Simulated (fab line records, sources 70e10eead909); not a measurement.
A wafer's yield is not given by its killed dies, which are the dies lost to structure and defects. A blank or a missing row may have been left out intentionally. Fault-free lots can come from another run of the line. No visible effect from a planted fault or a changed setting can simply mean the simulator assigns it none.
Comparing a struck lot with a sound one | flow nandHarc | 14 steps out of a route of 1302
Sound: wafers L408.1, L408.4, L408.5. The struck wafers were L423.1, L423.3, L423.5. Last of all comes the cause.
Each step with rows lists, per side, the tool, then ch with its chambers, then its first start. Under that, the readings that differ: sound wafers | struck wafers | difference of the means | sigmas: that difference in standard deviations of wafers without a fault.
alike: words and numbers the same on both sides, and readings whose means are apart by under 2 such deviations; not compared: readings that were withheld, readings missing a value for some wafer, numbers with overlapping values and no deviation given by the record, and bounds like >300 which may hide the same value.
Wherever a step has rows on one side only, a row that says differs or no value, or a row with sigmas, the two part there. When numbers do not overlap yet have no deviation, they are printed without sigmas and do not part them. A reading missing from all wafers of one side parts the sides only when that side holds two or more wafers.

NHARC_A_M0_CMP_23: polishes, t overpolish 20 s, target thk 113.75 nm.
  sound on cmp-04 ch 1,3, day 25 20:45; struck on cmp-03 ch 0,1,2, day 31 11:10
  alike: motorCurrentA, timeToEndpointS
NHARC_A_M0_THK_MEAS_24: measures by xrf.
  sound: filmMetro-01 at day 25 21:02; struck: filmMetro-01 at day 31 11:28
  alike: thkNm
next, for these wafers, 1 step has no rows: NHARC_A_M0_SRD_25.
NHARC_A_M0_INSPECT_27:
  sound: defectInspect-01 at day 25 21:11; struck: defectInspect-01 at day 31 11:37
  alike: rawDefectCount
NHARC_A_M0_PRE_CLEAN_31: time 12 s.
  sound on pecvd-01 ch 0,1,2, day 25 21:16; struck on pecvd-01 ch 0,1, day 31 11:42
  alike: heaterPowerW, rfFwdPowerW
NHARC_A_M0_DEP_32: deposits SiCN, target thk 30 nm.
  sound on pecvd-01 ch 0,1,2, day 25 21:23; struck on pecvd-01 ch 0,1, day 31 11:49
  alike: heaterPowerW, rfFwdPowerW
then, 5 steps without rows for these wafers: NHARC_A_M1_DEP_00 (deposits SiOC, target thk 182.5 nm); NHARC_A_M1_DEHYDRATE_01 (time 120 s); NHARC_A_M1_HMDS_02 (time 30 s); NHARC_A_M1_COAT_34 (time 65 s); NHARC_A_M1_COAT_03 (resist thk 90 nm).
NHARC_A_M1_SOFTBAKE_04: time 55 s.
  sound on lithoTrack-06 ch 0, day 25 22:00; struck on lithoTrack-06 ch 0, day 31 13:00
reading               | sound                | struck               | difference | sigmas
heaterPowerTotalW (W) | 188.49 188.60 188.54 | 222.74 222.45 222.66 | +34.07     | +99 or more
next, for these wafers, 1 step has no rows: NHARC_A_M1_EBR_05.
NHARC_END_SORT_01:
  the record has rows for the sound wafers here (prober-02 ch 0, day 27 10:05) and none for the struck ones

## WHERE THEY PART
Earliest at NHARC_A_M1_SOFTBAKE_04; latest, in this record, at NHARC_END_SORT_01.

WHY: the cause the simulator had injected
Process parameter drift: lithoTrack-06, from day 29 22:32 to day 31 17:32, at NHARC_A_M1_SOFTBAKE_04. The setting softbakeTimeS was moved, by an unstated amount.
